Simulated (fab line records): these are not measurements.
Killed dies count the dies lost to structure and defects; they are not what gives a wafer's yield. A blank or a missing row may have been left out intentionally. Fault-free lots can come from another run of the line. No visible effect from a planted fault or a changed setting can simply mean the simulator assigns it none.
fab line records	flow n5_finfet
record lots=7	wafers=21
route steps=1938 shown BEOL_M0_CUTY@702 BEOL_M1@800 BEOL_M2@858 BEOL_M3@931 BEOL_M4@1026
start_h: start of the lot's first displayed wafer, in hours after the record's first day	wait_h: hours since the lot's step before	" as in the row above	L1.1+2: a row that stands for several wafers	- value missing, or start not given	* or withheld: withheld	< > ~ a bound
route shown NAME@n: a module of which the file shows steps, and the number in the route of the first	usual: mean/standard deviation of fault-free wafers	same: alike in all rows	chamber/n: place in a boat	sites: the reading at each site	_std_site: the standard deviation of these	_edge_site: inner sites' mean taken away from outer sites' mean	radius_mm: for every site, how far away it sits from the centre of the wafer	mask NAME#n: copy n	behind: the last tool/chamber to shape the wafer	hold: cause of the lot's hold/its duration in hours/its outcome	device: which transistor (n, p or np) failed to switch	end of line: the route-end tests of the same wafers	a step with no rows: only its recipe	killed: at the first sort, the dies lost to defects and structure; wafer yield is something else	map: a wafer's dies, marking killed ones x, the rest . and places with no die _
set.NAME: setting as actually run; set.NAME@STEP: the setting as run at that earlier step	model.NAME: the simulator's own value behind a step, which no gauge read
lots run with intentionally changed settings; tables by step, rows by wafer
## steps
# step N5_BEOL_M0_CUTY_COAT_51
# recipe resist=CAR-ArF-block	spin_rpm=1500	resist_thk_nm=150
lot.wafer	tool	chamber	start_h	wait_h	set.spin_rpm	model.CAR-ArF-block_of_BEOL_M0_CUTY_COAT_51.thk_nm
L074.3	litho_track-01	0	-	-	1558	147.6
L074.4+6	"	0	"	"	1558	147.4
L077.1+4	litho_track-02	0	-	-	1571	147.2
L077.5	"	0	"	"	1500	150.6
L080.1	litho_track-03	0	-	-	1596	145.8
L080.4	"	0	"	"	1500	151.2
L080.5	"	0	"	"	1500	150.2
L081.1+3	litho_track-01	0	-	-	1378	156.6
L081.2	"	0	"	"	1500	150.4
L085.1	litho_track-03	0	-	-	1500	150.6
L085.4	"	0	"	"	1500	151
L085.6	"	0	"	"	1500	150.4
L093.2+4	litho_track-01	0	-	-	1500	150.4
L093.5	"	0	"	"	1500	150.6
L097.1+2	litho_track-01	0	-	-	1500	149.8
L097.6	"	0	"	"	1394	155.6
# step N5_BEOL_M0_CUTY_EXPOSE_54
# recipe mask_id=M0_ABLK	na=1.35	source_shape=conventional	sigma_outer=0.8	polarization=unpolarized	dose_mj=36
lot.wafer	tool	chamber	start_h	wait_h	mask	set.dose_mj
L074.3+4+6	arfi_scanner-03	0	112.19	-	M0_ABLK#0	36
L077.1+5	arfi_scanner-03	0	130.10	-	M0_ABLK#0	36.73
L077.4	"	0	"	"	M0_ABLK#0	36
L080.1+4	arfi_scanner-02	0	149.93	-	M0_ABLK#0	33.46
L080.5	"	0	"	"	M0_ABLK#0	36
L081.1+2+3	arfi_scanner-02	0	153.12	-	M0_ABLK#0	36
L085.1+6	arfi_scanner-03	0	181.67	-	M0_ABLK#0	36
L085.4	"	0	"	"	M0_ABLK#0	34.4
L093.2+4+5	arfi_scanner-02	0	229.65	-	M0_ABLK#0	36
L097.1+2	arfi_scanner-03	0	253.30	-	M0_ABLK#0	35.16
L097.6	"	0	"	"	M0_ABLK#0	36
# step N5_BEOL_M0_CUTY_PEB_55
# recipe peb_temp_c=110	peb_time_s=60	resist=CAR-ArF-block
# step N5_BEOL_M0_CUTY_DEVELOP_56
# recipe develop_time_s=30	developer=TMAH	resist=CAR-ArF-block	rinse_liquid=diw	dry=air_spin	dev_temp_c=23
# step N5_BEOL_M0_CUTY_CD_MEAS_57
# recipe target_cd_nm=200	landing_energy_ev=500	detector=se_inlens	polarity=line
# usual cd_nm=200.0/0.84
lot.wafer	tool	chamber	start_h	wait_h	set.dose_mj@BEOL_M0_CUTY_EXPOSE_54	cd_nm
L074.3	cd_sem-03	0	112.30	-	36	199.8
L074.4	"	0	"	"	36	199.6
L074.6	"	0	"	"	36	198.9
L077.1	cd_sem-02	0	130.23	-	36.73	199.3
L077.4	"	0	"	"	36	201.4
L077.5	"	0	"	"	36.73	199.3
L080.1	cd_sem-03	0	150.06	-	33.46	204.0
L080.4	"	0	"	"	33.46	204.5
L080.5	"	0	"	"	36	200.5
L081.1	cd_sem-03	0	153.25	-	36	199.8
L081.2	"	0	"	"	36	201.0
L081.3	"	0	"	"	36	199.5
L085.1	cd_sem-02	0	181.79	-	36	200.4
L085.4	"	0	"	"	34.4	203.8
L085.6	"	0	"	"	36	200.8
L093.2	cd_sem-01	0	229.77	-	36	199.4
L093.4	"	0	"	"	36	198.2
L093.5	"	0	"	"	36	198.5
L097.1	cd_sem-01	0	253.42	-	35.16	201.9
L097.2	"	0	"	"	35.16	201.1
L097.6	"	0	"	"	36	200.5
# step N5_BEOL_M0_CUTY_DESCUM_61
# recipe chemistry=O2	time_s=7.9	source_power_w=50	bias_power_w=20	pressure_mtorr=20	rf_frequency_hz=2.712e+07	temp_c=40	resist=CAR-ArF-block	o2_flow_sccm=225
lot.wafer	tool	chamber	start_h	wait_h	set.spin_rpm@BEOL_M0_CUTY_COAT_51	model.CAR-ArF-block_of_BEOL_M0_CUTY_COAT_51.thk_nm
L074.3+6	rie_diel-06	3,2	112.55	0.2	1558	141
L074.4	"	0	"	"	1558	140.8
L077.1+4	rie_diel-02	3,1	130.31	0.0	1571	140.8
L077.5	"	0	"	"	1500	144
L080.1	rie_diel-02	1	150.14	0.0	1596	139.4
L080.4	"	2	"	"	1500	144.6
L080.5	"	3	"	"	1500	143.8
L081.1+3	rie_diel-06	1,3	153.34	0.0	1378	150
L081.2	"	2	"	"	1500	144
L085.1	rie_diel-02	3	181.88	0.0	1500	144
L085.4	"	1	"	"	1500	144.6
L085.6	"	0	"	"	1500	143.8
L093.2	rie_diel-06	3	230.30	0.5	1500	144
L093.4	"	0	"	"	1500	143.8
L093.5	"	2	"	"	1500	144.2
L097.1+2	rie_diel-02	2,1	254.43	1.0	1500	143.2
L097.6	"	1	"	"	1394	149
# step N5_BEOL_M0_CUTY_ETCH_62
# recipe chemistry=CF4	target=SiARC	mask_material=CAR-ArF-block	time_s=58.5	ion_energy_ev=80	pressure_mtorr=40	source_w=545	bias_w=36	Ar_flow_sccm=100	cf4_flow_sccm=100	ends=cleared
lot.wafer	tool	chamber	start_h	wait_h	set.dose_mj@BEOL_M0_CUTY_EXPOSE_54	model.BEOL_M0_CUTY.cd_offset_nm
L074.3+4	rie_diel-06	3,0	112.59	0.0	36	-0.6
L074.6	"	2	"	"	36	-0.8
L077.1	rie_diel-02	3	130.35	0.0	36.73	-0.6
L077.4	"	1	"	"	36	1.2
L077.5	"	0	"	"	36.73	-0.8
L080.1	rie_diel-02	1	150.18	0.0	33.46	3.8
L080.4	"	2	"	"	33.46	4.8
L080.5	"	3	"	"	36	0
L081.1	rie_diel-06	1	153.37	0.0	36	0
L081.2	"	2	"	"	36	1.2
L081.3	"	3	"	"	36	-0.4
L085.1	rie_diel-02	3	181.91	0.0	36	0.8
L085.4	"	1	"	"	34.4	4.4
L085.6	"	0	"	"	36	0.6
L093.2	rie_diel-06	3	230.33	0.0	36	-0.8
L093.4	"	0	"	"	36	-1.6
L093.5	"	2	"	"	36	-1.2
L097.1	rie_diel-02	2	254.46	0.0	35.16	1.8
L097.2	"	1	"	"	35.16	1
L097.6	"	1	"	"	36	0.6
# step N5_BEOL_M1_TRENCH_ETCH_37
# recipe chemistry=C4F6/O2	target_depth_a=552.07	target=SiOC	time_s=29	ion_energy_ev=250	pressure_mtorr=30	source_w=355	bias_w=185	Ar_flow_sccm=300	C4F6_flow_sccm=10	O2_flow_sccm=10
# usual rf_vpp_V=664/5.7
lot.wafer	tool	chamber	start_h	wait_h	set.source_w	rf_vpp_V
L074.3	rie_diel-01	1	-	-	376.7	647
L074.4	"	0	"	"	376.7	647
L074.6	"	3	"	"	355	663
L077.1	rie_diel-03	0	-	-	355	672
L077.4	"	3	"	"	296.2	726
L077.5	"	1	"	"	296.2	735
L080.1	rie_diel-05	0	-	-	355	660
L080.4	"	1	"	"	335.3	691
L080.5	"	0	"	"	335.3	676
L081.1	rie_diel-01	3	-	-	324.5	693
L081.2	"	1	"	"	355	668
L081.3	"	0	"	"	355	667
L085.1	rie_diel-05	3	-	-	333.9	674
L085.4	"	0	"	"	355	658
L085.6	"	2	"	"	333.9	679
L093.2	rie_diel-01	3	-	-	355	662
L093.4	"	0	"	"	355	667
L093.5	"	3	"	"	355	660
L097.1	rie_diel-03	2	-	-	355	662
L097.2	"	3	"	"	396.4	626
L097.6	"	3	"	"	355	661
# step N5_BEOL_M1_ETCH_41
# recipe chemistry=CH3F/O2	target=SiCN	target_depth_a=319	taper_deg=2	time_s=57.8	ion_energy_ev=120	mask_material=TiN	pressure_mtorr=30	source_w=395	bias_w=75	Ar_flow_sccm=150	CH3F_flow_sccm=30	O2_flow_sccm=20
# step N5_BEOL_M1_STRIP_97
# recipe chemistry=N2/H2	time_s=10	power_w=450	temp_c=40	pressure_mtorr=20	rf_frequency_hz=6e+07	bias_power_w=7	n2_flow_sccm=200	h2_flow_sccm=200
# step N5_BEOL_M1_OCD_MEAS_38
# usual trench_depth_nm=55.3/0.92
lot.wafer	tool	chamber	start_h	wait_h	set.source_w@BEOL_M1_TRENCH_ETCH_37	trench_depth_nm
L074.3	ocd-01	-	123.57	-	376.7	58.3
L074.4	"	-	"	"	376.7	56.2
L074.6	"	-	"	"	355	54.2
L077.1	ocd-01	-	141.12	-	355	55.2
L077.4	"	-	"	"	296.2	51.4
L077.5	"	-	"	"	296.2	51.3
L080.1	ocd-02	-	160.71	-	355	56.1
L080.4	"	-	"	"	335.3	53.4
L080.5	"	-	"	"	335.3	54.2
L081.1	ocd-01	-	164.02	-	324.5	51.6
L081.2	"	-	"	"	355	56.0
L081.3	"	-	"	"	355	54.7
L085.1	ocd-02	-	192.43	-	333.9	54.4
L085.4	"	-	"	"	355	56.5
L085.6	"	-	"	"	333.9	53.1
L093.2	ocd-01	-	242.53	-	355	56.5
L093.4	"	-	"	"	355	57.0
L093.5	"	-	"	"	355	56.2
L097.1	ocd-01	-	268.55	-	355	54.8
L097.2	"	-	"	"	396.4	57.3
L097.6	"	-	"	"	355	54.4
# step N5_BEOL_M2_ETCH_74
# recipe chemistry=N2/H2	target=underlayer	target_depth_a=65	mask_material=CAR-EUV	time_s=5.2	ion_energy_ev=200	pressure_mtorr=30	source_w=840	bias_w=150	n2_flow_sccm=200	h2_flow_sccm=200	ends=cleared
# usual etch_rf_on_time_s=5.16/0.087	rf_vpp_V=523.8/2.5
lot.wafer	tool	chamber	start_h	wait_h	set.source_w	etch_rf_on_time_s	rf_vpp_V
L074.3	rie_diel-04	3	130.16	0.0	840	5.11	528.3
L074.4	"	2	"	"	840	5.08	523.6
L074.6	"	0	"	"	840	5.19	523.1
L077.1	rie_diel-02	3	146.00	0.0	907.9	5.05	508.9
L077.4	"	0	"	"	907.9	4.74	508.4
L077.5	"	3	"	"	840	5.36	522.6
L080.1	rie_diel-06	3	168.16	0.0	840	5.11	524.1
L080.4	"	3	"	"	840	5.11	524.5
L080.5	"	2	"	"	840	5.22	522.1
L081.1	rie_diel-04	3	169.70	0.0	840	5.14	528.3
L081.2	"	0	"	"	840	5.16	523.5
L081.3	"	2	"	"	840	5.08	521.5
L085.1	rie_diel-04	2	199.20	0.0	840	5.09	521.1
L085.4	"	2	"	"	706.4	5.94	553.1
L085.6	"	1	"	"	840	5.08	524.6
L093.2	rie_diel-02	0	251.99	0.0	840	5.11	521.4
L093.4	"	3	"	"	840	5.42	523.9
L093.5	"	0	"	"	840	5.15	521.2
L097.1	rie_diel-04	1	274.46	0.0	763.7	5.44	539.6
L097.2	"	3	"	"	840	5.18	529.1
L097.6	"	2	"	"	763.7	5.59	537.9
# step N5_BEOL_M2_COAT_22
# recipe resist=CAR-EUV	spin_rpm=1500	resist_thk_nm=30
lot.wafer	tool	chamber	start_h	wait_h	set.spin_rpm	model.CAR-EUV_of_BEOL_M2_COAT_22.thk_nm
L074.3+4+6	litho_track-01	0	-	-	1500	30.2
L077.1	litho_track-04	0	-	-	1424	30.8
L077.4	"	0	"	"	1500	30
L077.5	"	0	"	"	1500	29.8
L080.1+4+5	litho_track-04	0	-	-	1500	30
L081.1+2	litho_track-04	0	-	-	1649	28.6
L081.3	"	0	"	"	1500	30
L085.1+4	litho_track-04	0	-	-	1411	30.8
L085.6	"	0	"	"	1500	30
L093.2+4+5	litho_track-04	0	-	-	1500	30
L097.1+2+6	litho_track-02	0	-	-	1500	30.2
# step N5_BEOL_M2_EBR_24
# recipe solvent=PGMEA	ebr_width_mm=1.5
# step N5_BEOL_M2_SOFTBAKE_23
# recipe temp_c=110	time_s=60	resist=CAR-EUV
# step N5_BEOL_M2_EXPOSE_25
# recipe mask_id=V1	na=0.33	source_shape=quasar	sigma_inner=0.2	sigma_outer=0.8	polarization=unpolarized	defocus_nm=5	dose_mj=63
# step N5_BEOL_M2_PEB_26
# recipe peb_temp_c=100	peb_time_s=60	resist=CAR-EUV
# step N5_BEOL_M2_DEVELOP_27
# recipe develop_time_s=30	developer=TMAH	resist=CAR-EUV	rinse_liquid=surfactant_rinse	dry=air_spin	dev_temp_c=23
lot.wafer	tool	chamber	start_h	wait_h	set.spin_rpm@BEOL_M2_COAT_22	model.CAR-EUV_of_BEOL_M2_COAT_22.thk_nm
L074.3	litho_track-02	0	-	-	1500	29.8
L074.4+6	"	0	"	"	1500	29.6
L077.1	litho_track-04	0	-	-	1424	30.2
L077.4	"	0	"	"	1500	29.6
L077.5	"	0	"	"	1500	29.4
L080.1+5	litho_track-01	0	-	-	1500	29.4
L080.4	"	0	"	"	1500	29.6
L081.1	litho_track-04	0	-	-	1649	28.2
L081.2	"	0	"	"	1649	28
L081.3	"	0	"	"	1500	29.6
L085.1	litho_track-04	0	-	-	1411	30.4
L085.4	"	0	"	"	1411	30.2
L085.6	"	0	"	"	1500	29.4
L093.2	litho_track-01	0	-	-	1500	29.6
L093.4+5	"	0	"	"	1500	29.4
L097.1+6	litho_track-01	0	-	-	1500	29.6
L097.2	"	0	"	"	1500	29.8
# step N5_BEOL_M2_DESCUM_33
# recipe chemistry=O2	time_s=7	source_power_w=50	bias_power_w=20	pressure_mtorr=20	rf_frequency_hz=2.712e+07	temp_c=40	resist=CAR-EUV	o2_flow_sccm=225
# step N5_BEOL_M2_ETCH_77
# recipe chemistry=N2/H2	target=underlayer	target_depth_a=65	mask_material=CAR-EUV	time_s=5.2	ion_energy_ev=200	pressure_mtorr=30	source_w=840	bias_w=150	n2_flow_sccm=200	h2_flow_sccm=200	ends=cleared
lot.wafer	tool	chamber	start_h	wait_h	set.spin_rpm@BEOL_M2_COAT_22	model.CAR-EUV_of_BEOL_M2_COAT_22.thk_nm
L074.3+4+6	rie_diel-02	3,3,1	131.08	0.0	1500	20.4
L077.1	rie_diel-04	3	146.88	0.0	1424	21.2
L077.4	"	2	"	"	1500	20.4
L077.5	"	1	"	"	1500	20.2
L080.1+4+5	rie_diel-06	2,3,0	169.28	0.0	1500	20.4
L081.1	rie_diel-02	3	170.70	0.0	1649	19
L081.2	"	1	"	"	1649	18.8
L081.3	"	0	"	"	1500	20.4
L085.1+4	rie_diel-06	2,0	202.14	0.0	1411	21.2
L085.6	"	2	"	"	1500	20.2
L093.2	rie_diel-02	1	253.71	0.0	1500	20.4
L093.4+5	"	1,0	"	"	1500	20.2
L097.1+6	rie_diel-02	0	275.71	0.0	1500	20.4
L097.2	"	1	"	"	1500	20.6
# step N5_BEOL_M3_ILD_DEP_00
# recipe material=SiOC	target_thk_a=790	temp_c=350	precursor=DEMS/O2	pressure_torr=5	rf_w=500	time_s=15.3
lot.wafer	tool	chamber	start_h	wait_h	set.time_s	model.SiOC_of_BEOL_M3_ILD_DEP_00.thk_nm
L074.3	pecvd-01	1	142.12	0.0	13.63	70.6
L074.4	"	0	"	"	13.63	72
L074.6	"	2	"	"	15.3	80.2
L077.1	pecvd-01	1	152.06	0.0	15.3	78.2
L077.4	"	1	"	"	14.52	75.4
L077.5	"	2	"	"	15.3	79.4
L080.1	pecvd-01	0	175.40	0.0	17.49	89
L080.4	"	1	"	"	17.49	90.2
L080.5	"	0	"	"	15.3	78.4
L081.1	pecvd-01	2	180.55	0.0	15.3	79.2
L081.2+3	"	1,0	"	"	15.3	78.2
L085.1	pecvd-01	2	207.36	0.0	16.55	85.6
L085.4	"	2	"	"	16.55	86
L085.6	"	0	"	"	16.55	86.2
L093.2	pecvd-01	1	260.07	0.0	15.3	77.2
L093.4	"	0	"	"	15.3	78.8
L093.5	"	1	"	"	15.3	77.8
L097.1	pecvd-01	2	283.45	0.0	15.3	78.6
L097.2	"	0	"	"	13.96	71.6
L097.6	"	0	"	"	13.96	73
# step N5_BEOL_M3_THK_MEAS_01
# recipe reads=SiOC_of_BEOL_M3_ILD_DEP_00
# usual M3_ILD_THK=78.9/0.94
lot.wafer	tool	chamber	start_h	wait_h	set.time_s@BEOL_M3_ILD_DEP_00	M3_ILD_THK[nm]
L074.3	film_metro-02	-	142.19	0.1	13.63	70.6
L074.4	"	-	"	"	13.63	72.0
L074.6	"	-	"	"	15.3	80.2
L077.1	film_metro-02	-	152.14	0.1	15.3	78.3
L077.4	"	-	"	"	14.52	75.4
L077.5	"	-	"	"	15.3	79.4
L080.1	film_metro-02	-	175.47	0.0	17.49	89.0
L080.4	"	-	"	"	17.49	90.2
L080.5	"	-	"	"	15.3	78.5
L081.1	film_metro-01	-	180.62	0.0	15.3	79.2
L081.2	"	-	"	"	15.3	78.2
L081.3	"	-	"	"	15.3	78.1
L085.1	film_metro-02	-	207.43	0.0	16.55	85.7
L085.4	"	-	"	"	16.55	85.9
L085.6	"	-	"	"	16.55	86.2
L093.2	film_metro-01	-	260.14	0.1	15.3	77.3
L093.4	"	-	"	"	15.3	78.8
L093.5	"	-	"	"	15.3	77.9
L097.1	film_metro-02	-	283.52	0.0	15.3	78.6
L097.2	"	-	"	"	13.96	71.6
L097.6	"	-	"	"	13.96	73.0
# step N5_BEOL_M3_COAT_05
# recipe resist=CAR-EUV	spin_rpm=1500	resist_thk_nm=30
lot.wafer	tool	chamber	start_h	wait_h	set.spin_rpm	model.CAR-EUV_of_BEOL_M3_COAT_05.thk_nm
L074.3	litho_track-01	0	-	-	1594	29.2
L074.4+6	"	0	"	"	1500	30
L077.1	litho_track-03	0	-	-	1500	30
L077.4+5	"	0	"	"	1604	29
L080.1	litho_track-03	0	-	-	1500	30
L080.4	"	0	"	"	1500	30.2
L080.5	"	0	"	"	1643	28.8
L081.1+2+3	litho_track-05	0	-	-	1500	30
L085.1	litho_track-03	0	-	-	1500	30
L085.4+6	"	0	"	"	1564	29.4
L093.2+4+5	litho_track-01	0	-	-	1500	30
L097.1+2	litho_track-05	0	-	-	1500	30
L097.6	"	0	"	"	1337	31.8
# step N5_BEOL_M3_EBR_07
# recipe solvent=PGMEA	ebr_width_mm=1.5
# step N5_BEOL_M3_SOFTBAKE_06
# recipe temp_c=110	time_s=60	resist=CAR-EUV
# step N5_BEOL_M3_DESCUM_16
# recipe chemistry=O2	time_s=7	source_power_w=50	bias_power_w=20	pressure_mtorr=20	rf_frequency_hz=2.712e+07	temp_c=40	resist=CAR-EUV	o2_flow_sccm=225
lot.wafer	tool	chamber	start_h	wait_h	set.spin_rpm@BEOL_M3_COAT_05	model.CAR-EUV_of_BEOL_M3_COAT_05.thk_nm
L074.3	rie_diel-01	0	144.10	0.0	1594	25.2
L074.4	"	3	"	"	1500	26.2
L074.6	"	3	"	"	1500	26
L077.1	rie_diel-03	1	154.38	0.2	1500	26
L077.4+5	"	2,1	"	"	1604	25
L080.1+4	rie_diel-03	2,1	178.14	0.0	1500	26.2
L080.5	"	2	"	"	1643	24.8
L081.1+2	rie_diel-03	1,3	185.01	0.1	1500	26.2
L081.3	"	0	"	"	1500	26
L085.1	rie_diel-03	0	211.90	0.6	1500	26
L085.4+6	"	1,2	"	"	1564	25.4
L093.2+4+5	rie_diel-05	2,1,0	262.92	0.0	1500	26
L097.1+2	rie_diel-01	3,1	285.37	0.2	1500	26
L097.6	"	1	"	"	1337	28
# step N5_BEOL_M4_COAT_62
# recipe resist=SiARC	temp_c=220	time_s=60	spin_rpm=1500	resist_thk_nm=12
lot.wafer	tool	chamber	start_h	wait_h	set.spin_rpm	model.SiARC_of_BEOL_M4_COAT_62.thk_nm
L074.3	litho_track-04	0	-	-	1500	12
L074.4+6	"	0	"	"	1423	12.4
L077.1	litho_track-05	0	-	-	1500	12
L077.4	"	0	"	"	1442	12.4
L077.5	"	0	"	"	1442	12.2
L080.1+4	litho_track-05	0	-	-	1500	12
L080.5	"	0	"	"	1597	11.6
L081.1+2+3	litho_track-04	0	-	-	1500	12
L085.1+4+6	litho_track-04	0	-	-	1500	12
L093.2+4+5	litho_track-05	0	-	-	1500	12
L097.1+6	litho_track-05	0	-	-	1566	11.8
L097.2	"	0	"	"	1500	12
## key
split step=N5_BEOL_M0_CUTY_COAT_51	setting=spin_rpm	stated=1500	by=wafer
response step=N5_BEOL_M0_CUTY_COAT_51	reading=model.CAR-ArF-block_of_BEOL_M0_CUTY_COAT_51.thk_nm	change=-0.774	per=1%	r=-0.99
response step=N5_BEOL_M0_CUTY_DESCUM_61	reading=model.CAR-ArF-block_of_BEOL_M0_CUTY_COAT_51.thk_nm	change=-0.756	per=1%	r=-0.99
split step=N5_BEOL_M0_CUTY_EXPOSE_54	setting=dose_mj	stated=36	by=wafer
response step=N5_BEOL_M0_CUTY_CD_MEAS_57	reading=cd_nm	change=-0.603	per=1%	r=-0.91
response step=N5_BEOL_M0_CUTY_ETCH_62	reading=model.BEOL_M0_CUTY.cd_offset_nm	change=-0.664	per=1%	r=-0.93
split step=N5_BEOL_M1_TRENCH_ETCH_37	setting=source_w	stated=355	by=wafer
response step=N5_BEOL_M1_TRENCH_ETCH_37	reading=rf_vpp_V	change=-3.29	per=1%	r=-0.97
response step=N5_BEOL_M1_OCD_MEAS_38	reading=trench_depth_nm	change=+0.297	per=1%	r=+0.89
split step=N5_BEOL_M2_ETCH_74	setting=source_w	stated=840	by=wafer
response step=N5_BEOL_M2_ETCH_74	reading=etch_rf_on_time_s	change=*	per=1%	r=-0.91
response step=N5_BEOL_M2_ETCH_74	reading=rf_vpp_V	change=-1.7	per=1%	r=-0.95
split step=N5_BEOL_M2_COAT_22	setting=spin_rpm	stated=1500	by=wafer
response step=N5_BEOL_M2_COAT_22	reading=model.CAR-EUV_of_BEOL_M2_COAT_22.thk_nm	change=-0.145	per=1%	r=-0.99
response step=N5_BEOL_M2_DEVELOP_27	reading=model.CAR-EUV_of_BEOL_M2_COAT_22.thk_nm	change=-0.149	per=1%	r=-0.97
response step=N5_BEOL_M2_ETCH_77	reading=model.CAR-EUV_of_BEOL_M2_COAT_22.thk_nm	change=-0.159	per=1%	r=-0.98
split step=N5_BEOL_M3_ILD_DEP_00	setting=time_s	stated=15.3	by=wafer
response step=N5_BEOL_M3_ILD_DEP_00	reading=model.SiOC_of_BEOL_M3_ILD_DEP_00.thk_nm	change=+0.773	per=1%	r=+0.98
response step=N5_BEOL_M3_THK_MEAS_01	reading=M3_ILD_THK	change=+0.773	per=1%	r=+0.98
split step=N5_BEOL_M3_COAT_05	setting=spin_rpm	stated=1500	by=wafer
response step=N5_BEOL_M3_COAT_05	reading=model.CAR-EUV_of_BEOL_M3_COAT_05.thk_nm	change=-0.148	per=1%	r=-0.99
response step=N5_BEOL_M3_DESCUM_16	reading=model.CAR-EUV_of_BEOL_M3_COAT_05.thk_nm	change=-0.16	per=1%	r=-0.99
split step=N5_BEOL_M4_COAT_62	setting=spin_rpm	stated=1500	by=wafer
response step=N5_BEOL_M4_COAT_62	reading=model.SiARC_of_BEOL_M4_COAT_62.thk_nm	change=-0.0652	per=1%	r=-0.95
